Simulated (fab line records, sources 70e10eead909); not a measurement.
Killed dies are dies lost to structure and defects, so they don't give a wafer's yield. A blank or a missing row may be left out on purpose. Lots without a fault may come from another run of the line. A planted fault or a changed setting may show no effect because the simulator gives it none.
Which tool did it? | flow nand_harc | 24 lots, 72 wafers sampled, at 6 steps of a route of 1159

WHAT THE GAUGES READ, wafer by wafer
NHARC_P_M0_OVL_MEAS_10: pitch 180 nm. Usual: overlay_x_nm -0.2 nm, standard deviation 0.63; overlay_y_nm 0.0 nm, standard deviation 0.88.
lot  | measured     | on         | overlay_x_nm (nm) | overlay_y_nm (nm) | flag
L074 | day 5 10:55  | overlay-01 | -0.4 -0.4 -0.9    | -1.1 -0.4 -0.3    |
L075 | day 6 09:02  | overlay-01 | 0.4 0.7 0.7       | -0.4 -0.7 -0.6    |
L076 | day 6 09:49  | overlay-02 | 0.0 0.3 -0.1      | -0.1 -0.7 -0.7    |
L077 | day 6 20:02  | overlay-02 | -0.7 -0.9 -0.5    | 0.5 0.1 0.3       |
L079 | day 7 00:05  | overlay-01 | 0.5 0.3 0.2       | -0.3 0.3 0.1      |
L078 | day 7 00:08  | overlay-02 | 0.2 0.2 -0.2      | 0.9 0.1 0.6       |
L080 | day 7 05:33  | overlay-02 | -0.9 -0.7 -1.0    | -0.5 -0.1 -0.2    |
L081 | day 7 14:34  | overlay-01 | 1.1 0.7 0.9       | -0.2 -0.9 -0.5    |
L082 | day 7 15:24  | overlay-01 | 0.5 0.7 1.3       | -2.1 -1.9 -1.8    |
L083 | day 8 00:58  | overlay-02 | -0.1 0.2 0.1      | -0.4 -0.1 0.0     |
L084 | day 8 05:28  | overlay-02 | -0.1 0.1 0.4      | 1.7 1.3 1.4       |
L087 | day 8 21:51  | overlay-02 | 0.0 0.5 0.1       | 0.6 -0.5 -0.4     |
L086 | day 8 22:34  | overlay-02 | 0.1 -0.1 -0.6     | -2.1 -2.2 -1.5    |
L085 | day 8 22:59  | overlay-01 | 0.6 -0.2 -0.3     | 0.6 0.6 0.3       |
L089 | day 9 15:24  | overlay-02 | -0.2 0.0 -0.4     | 0.2 0.1 0.0       |
L088 | day 9 16:50  | overlay-01 | -1.3 -1.2 -1.6    | 0.7 0.6 0.2       |
L091 | day 9 17:22  | overlay-02 | -0.5 -1.2 -0.6    | -0.3 0.1 -0.2     |
L090 | day 9 22:13  | overlay-01 | -0.3 -0.8 -0.6    | -0.4 0.4 0.9      |
L092 | day 10 04:33 | overlay-01 | 0.4 -0.3 -0.1     | 0.6 1.0 0.5       |
L094 | day 10 22:18 | overlay-01 | -1.3 -0.9 -1.1    | 1.6 2.1 1.3       |
L093 | day 10 22:40 | overlay-02 | -0.8 -1.3 -1.1    | 1.3 0.7 1.1       |
L095 | day 11 00:49 | overlay-02 | -0.9 -0.7 -0.6    | -1.1 -1.0 -1.1    |
L096 | day 11 05:20 | overlay-01 | -0.6 -0.1 0.0     | 0.2 0.1 0.5       |
L097 | day 11 06:01 | overlay-01 | -0.8 0.1 -0.6     | -0.3 0.0 0.1      |

NHARC_P_M0_THK_MEAS_24: measures by xrf. Usual: thk_nm 117.6 nm, standard deviation 1.6.
lot  | measured     | on            | thk_nm (nm)       | flag
L074 | day 5 13:19  | film_metro-02 | 116.3 120.2 120.2 |
L075 | day 6 11:57  | film_metro-01 | 117.1 119.1 118.2 |
L076 | day 6 12:26  | film_metro-01 | 120.1 116.2 116.7 |
L077 | day 6 22:32  | film_metro-01 | 118.8 114.2 118.6 |
L079 | day 7 02:57  | film_metro-01 | 117.7 117.2 117.9 |
L078 | day 7 02:34  | film_metro-02 | 118.2 119.2 115.1 |
L080 | day 7 07:58  | film_metro-01 | 115.2 116.4 117.0 |
L081 | day 7 17:06  | film_metro-01 | 118.6 118.7 117.4 |
L082 | day 7 17:52  | film_metro-01 | 118.0 120.8 116.7 |
L083 | day 8 03:25  | film_metro-02 | 118.5 119.5 116.2 |
L084 | day 8 08:11  | film_metro-02 | 117.1 115.7 116.8 |
L087 | day 9 00:20  | film_metro-01 | 115.6 118.1 115.9 |
L086 | day 9 01:06  | film_metro-01 | 115.1 115.0 116.3 |
L085 | day 9 01:29  | film_metro-01 | 116.8 118.8 122.1 |
L089 | day 9 17:53  | film_metro-02 | 116.6 116.6 115.9 |
L088 | day 9 19:16  | film_metro-01 | 118.7 118.0 116.9 |
L091 | day 9 19:47  | film_metro-01 | 119.7 118.0 116.4 |
L090 | day 10 00:38 | film_metro-01 | 118.2 116.5 116.5 |
L092 | day 10 06:59 | film_metro-01 | 119.1 116.5 116.0 |
L094 | day 11 00:43 | film_metro-02 | 117.5 117.5 114.3 |
L093 | day 11 01:11 | film_metro-01 | 116.0 115.6 117.2 |
L095 | day 11 03:17 | film_metro-02 | 118.5 119.4 119.6 |
L096 | day 11 07:58 | film_metro-01 | 119.3 116.1 119.7 |
L097 | day 11 08:35 | film_metro-02 | 114.0 119.0 117.3 |

NHARC_P_M1_CD_MEAS_16. Usual: cd_nm 130.0 nm, standard deviation 1.3.
lot  | measured     | on        | cd_nm (nm)        | flag
L074 | day 5 15:18  | cd_sem-03 | 129.4 129.4 128.3 |
L075 | day 6 13:58  | cd_sem-01 | 131.5 131.5 131.5 |
L076 | day 6 14:21  | cd_sem-01 | 131.7 130.7 131.4 |
L077 | day 7 00:35  | cd_sem-03 | 127.4 128.3 130.0 |
L079 | day 7 05:04  | cd_sem-01 | 128.4 130.3 129.4 |
L078 | day 7 04:36  | cd_sem-03 | 131.2 130.9 129.9 |
L080 | day 7 10:01  | cd_sem-02 | 129.5 130.2 130.8 |
L081 | day 7 19:00  | cd_sem-02 | 130.8 130.7 131.7 |
L082 | day 7 19:57  | cd_sem-03 | 130.9 130.4 131.8 |
L083 | day 8 05:27  | cd_sem-02 | 129.7 129.4 129.4 |
L084 | day 8 10:08  | cd_sem-02 | 132.9 129.4 131.5 |
L087 | day 9 02:25  | cd_sem-01 | 131.5 131.2 129.9 |
L086 | day 9 03:19  | cd_sem-02 | 129.3 130.3 129.8 |
L085 | day 9 03:33  | cd_sem-03 | 128.0 130.3 128.4 |
L089 | day 9 19:49  | cd_sem-02 | 128.8 129.0 127.6 |
L088 | day 9 21:21  | cd_sem-03 | 129.5 131.7 128.1 |
L091 | day 9 21:52  | cd_sem-01 | 129.7 130.1 129.1 |
L090 | day 10 02:44 | cd_sem-02 | 130.9 132.2 131.2 |
L092 | day 10 09:02 | cd_sem-01 | 130.5 130.8 129.0 |
L094 | day 11 03:29 | cd_sem-02 | 131.5 130.2 131.6 |
L093 | day 11 03:40 | cd_sem-01 | 128.5 129.6 127.7 |
L095 | day 11 05:42 | cd_sem-01 | 128.7 130.2 129.7 |
L096 | day 11 09:59 | cd_sem-02 | 129.9 130.1 129.3 |
L097 | day 11 10:31 | cd_sem-01 | 129.0 127.5 128.4 |

NHARC_P_M1_THK_MEAS_24: measures by xrf. Usual: thk_nm 157.9 nm, standard deviation 1.8.
lot  | measured     | on            | thk_nm (nm)       | flag
L074 | day 5 17:29  | film_metro-02 | 155.5 159.9 154.8 |
L075 | day 6 16:05  | film_metro-01 | 159.7 155.6 157.6 |
L076 | day 6 16:28  | film_metro-01 | 156.9 157.7 159.1 |
L077 | day 7 02:53  | film_metro-01 | 158.7 155.8 157.7 |
L079 | day 7 07:13  | film_metro-01 | 159.5 155.5 161.0 |
L078 | day 7 06:44  | film_metro-02 | 159.9 157.5 155.3 |
L080 | day 7 12:08  | film_metro-01 | 156.5 158.1 162.6 |
L081 | day 7 21:11  | film_metro-01 | 158.0 158.3 157.1 |
L082 | day 7 22:05  | film_metro-02 | 160.5 157.6 159.0 |
L083 | day 8 07:35  | film_metro-01 | 157.1 161.8 156.1 |
L084 | day 8 12:14  | film_metro-01 | 156.0 156.9 159.2 |
L087 | day 9 04:34  | film_metro-01 | 156.4 156.5 156.7 |
L086 | day 9 05:28  | film_metro-01 | 156.1 158.8 157.2 |
L085 | day 9 05:52  | film_metro-01 | 158.2 158.9 153.9 |
L089 | day 9 21:56  | film_metro-02 | 155.9 159.2 158.5 |
L088 | day 9 23:28  | film_metro-01 | 156.6 156.3 157.9 |
L091 | day 9 23:59  | film_metro-01 | 157.4 156.6 156.9 |
L090 | day 10 05:08 | film_metro-02 | 159.5 156.7 162.9 |
L092 | day 10 11:09 | film_metro-01 | 159.9 159.3 157.5 |
L094 | day 11 05:43 | film_metro-02 | 157.7 161.2 158.6 |
L093 | day 11 05:50 | film_metro-01 | 156.1 158.4 155.2 |
L095 | day 11 08:17 | film_metro-02 | 156.5 160.4 158.5 |
L096 | day 11 12:06 | film_metro-01 | 158.9 158.3 156.5 |
L097 | day 11 12:39 | film_metro-01 | 158.2 160.3 159.1 |

WHICH TOOL RAN EACH LOT (tool, then ch and the chambers of the sampled wafers, then the start)
lot  | NHARC_P_GATE_STRIP_95                | NHARC_P_GATE_RTA_64
L074 | plasma_asher-01 ch 0, day 5 03:20    | rtp_anneal-01 ch 0, day 5 03:56
L075 | plasma_asher-02 ch 1, day 5 18:16    | rtp_anneal-01 ch 0, day 5 18:49
L076 | plasma_asher-01 ch 0,1, day 5 18:34  | rtp_anneal-01 ch 0, day 5 19:09
L077 | plasma_asher-01 ch 0,1, day 6 07:04  | rtp_anneal-01 ch 0, day 6 07:40
L079 | plasma_asher-01 ch 0,1, day 6 09:08  | rtp_anneal-01 ch 0, day 6 09:46
L078 | plasma_asher-02 ch 0,1, day 6 09:40  | rtp_anneal-02 ch 0, day 6 10:19
L080 | plasma_asher-02 ch 0,1, day 6 21:48  | rtp_anneal-01 ch 0, day 6 22:25
L081 | plasma_asher-02 ch 0,1, day 7 05:43  | rtp_anneal-01 ch 0, day 7 06:22
L082 | plasma_asher-01 ch 0,1, day 7 06:44  | rtp_anneal-01 ch 0, day 7 07:38
L083 | plasma_asher-02 ch 0,1, day 7 17:05  | rtp_anneal-02 ch 0, day 7 17:42
L084 | plasma_asher-01 ch 0,1, day 7 21:11  | rtp_anneal-01 ch 0, day 7 21:47
L087 | plasma_asher-02 ch 0,1, day 8 14:02  | rtp_anneal-01 ch 0, day 8 14:35
L086 | plasma_asher-01 ch 0,1, day 8 14:29  | rtp_anneal-02 ch 0, day 8 15:04
L085 | plasma_asher-02 ch 0,1, day 8 14:52  | rtp_anneal-02 ch 0, day 8 15:32
L089 | plasma_asher-01 ch 0,1, day 9 01:23  | rtp_anneal-02 ch 0, day 9 01:58
L088 | plasma_asher-01 ch 0,1, day 9 03:42  | rtp_anneal-01 ch 0, day 9 04:16
L091 | plasma_asher-02 ch 0,1, day 9 08:01  | rtp_anneal-02 ch 0, day 9 08:36
L090 | plasma_asher-01 ch 0, day 9 08:55    | rtp_anneal-02 ch 0, day 9 09:31
L092 | plasma_asher-01 ch 0,1, day 9 20:58  | rtp_anneal-02 ch 0, day 9 21:33
L094 | plasma_asher-01 ch 0,1, day 10 12:34 | rtp_anneal-01 ch 0, day 10 13:10
L093 | plasma_asher-01 ch 0,1, day 10 13:44 | rtp_anneal-01 ch 0, day 10 14:18
L095 | plasma_asher-01 ch 0,1, day 10 17:04 | rtp_anneal-01 ch 0, day 10 17:37
L096 | plasma_asher-02 ch 0,1, day 10 21:37 | rtp_anneal-02 ch 0, day 10 22:11
L097 | plasma_asher-01 ch 0,1, day 10 22:05 | rtp_anneal-02 ch 0, day 10 22:40
- NHARC_P_GATE_STRIP_95: strips in O2.
- NHARC_P_GATE_RTA_64: time 1 s.

WHAT THE TOOLS THEMSELVES READ (means of the sampled wafers that have a number; where no wafer has one, the mark that the record gives instead)
NHARC_P_GATE_STRIP_95. Usual: drypump_motor_current_A 5.8 A, standard deviation 0.32; heater_power_w 355 W, standard deviation 37.
lot  | tool            | drypump_motor_current_A (A) | heater_power_w (W) | flag
L074 | plasma_asher-01 | 5.9                         | 393                |
L075 | plasma_asher-02 | 5.5                         | 349                |
L076 | plasma_asher-01 | 6.0                         | 375                |
L077 | plasma_asher-01 | 5.9                         | 376                |
L079 | plasma_asher-01 | 6.0                         | 378                |
L078 | plasma_asher-02 | 5.4                         | 342                |
L080 | plasma_asher-02 | 5.4                         | 342                |
L081 | plasma_asher-02 | 5.4                         | 343                |
L082 | plasma_asher-01 | 6.0                         | 348                |
L083 | plasma_asher-02 | 5.4                         | 349                |
L084 | plasma_asher-01 | 6.0                         | 351                |
L087 | plasma_asher-02 | 5.3                         | 341                |
L086 | plasma_asher-01 | 6.0                         | 349                |
L085 | plasma_asher-02 | 5.3                         | 346                |
L089 | plasma_asher-01 | 6.0                         | 375                |
L088 | plasma_asher-01 | 6.0                         | 345                |
L091 | plasma_asher-02 | 5.4                         | 355                |
L090 | plasma_asher-01 | 5.9                         | 408                |
L092 | plasma_asher-01 | 6.0                         | 347                |
L094 | plasma_asher-01 | 6.0                         | 346                |
L093 | plasma_asher-01 | 6.0                         | 379                |
L095 | plasma_asher-01 | 6.0                         | 374                |
L096 | plasma_asher-02 | 5.4                         | 357                |
L097 | plasma_asher-01 | 6.0                         | 372                |

NHARC_P_GATE_RTA_64. Usual: lamp_power_pct 34.0 %, standard deviation 1.9; wafer_temp_C_max 1054.5, standard deviation 1.4.
lot  | tool          | lamp_power_pct (%) | wafer_temp_C_max | flag
L074 | rtp_anneal-01 | 35.6               | 1055.8           |
L075 | rtp_anneal-01 | 35.6               | 1055.6           |
L076 | rtp_anneal-01 | 35.6               | 1055.2           |
L077 | rtp_anneal-01 | 35.6               | 1057.2           |
L079 | rtp_anneal-01 | 35.6               | 1055.4           |
L078 | rtp_anneal-02 | 31.7               | 1052.8           |
L080 | rtp_anneal-01 | 35.6               | 1054.9           |
L081 | rtp_anneal-01 | 35.6               | 1056.2           |
L082 | rtp_anneal-01 | 35.6               | 1056.3           |
L083 | rtp_anneal-02 | 31.7               | 1053.6           |
L084 | rtp_anneal-01 | 35.6               | 1055.8           |
L087 | rtp_anneal-01 | 35.6               | 1055.0           |
L086 | rtp_anneal-02 | 31.7               | 1053.3           |
L085 | rtp_anneal-02 | 31.7               | 1053.8           |
L089 | rtp_anneal-02 | 31.7               | 1052.5           |
L088 | rtp_anneal-01 | 35.6               | 1054.9           |
L091 | rtp_anneal-02 | 31.6               | 1053.2           |
L090 | rtp_anneal-02 | 31.7               | 1052.9           |
L092 | rtp_anneal-02 | 31.7               | 1054.0           |
L094 | rtp_anneal-01 | 35.7               | 1056.9           |
L093 | rtp_anneal-01 | 35.6               | 1055.6           |
L095 | rtp_anneal-01 | 35.6               | 1053.9           |
L096 | rtp_anneal-02 | 31.7               | 1053.3           |
L097 | rtp_anneal-02 | 31.6               | 1052.9           |

THE ANSWER, worked out from the rows above alone
Rule: a lot is off if the mean of its wafers that have a number lies more than 3 standard deviations from the usual mean. A lot without any number at a reading at which 4 lots or more have one is off too. The other lots that the step has rows for count as sound. The gauges are gone through in route order, then the tools' own readings, and for those a lot's mean is taken as printed above. The first step at which some lot is off is used, and at that step the reading that is off furthest; a lot without a number counts as furthest.
No lot is off at any reading shown: from this, nothing can be told.

WHAT THE SIMULATOR HAD PUT IN
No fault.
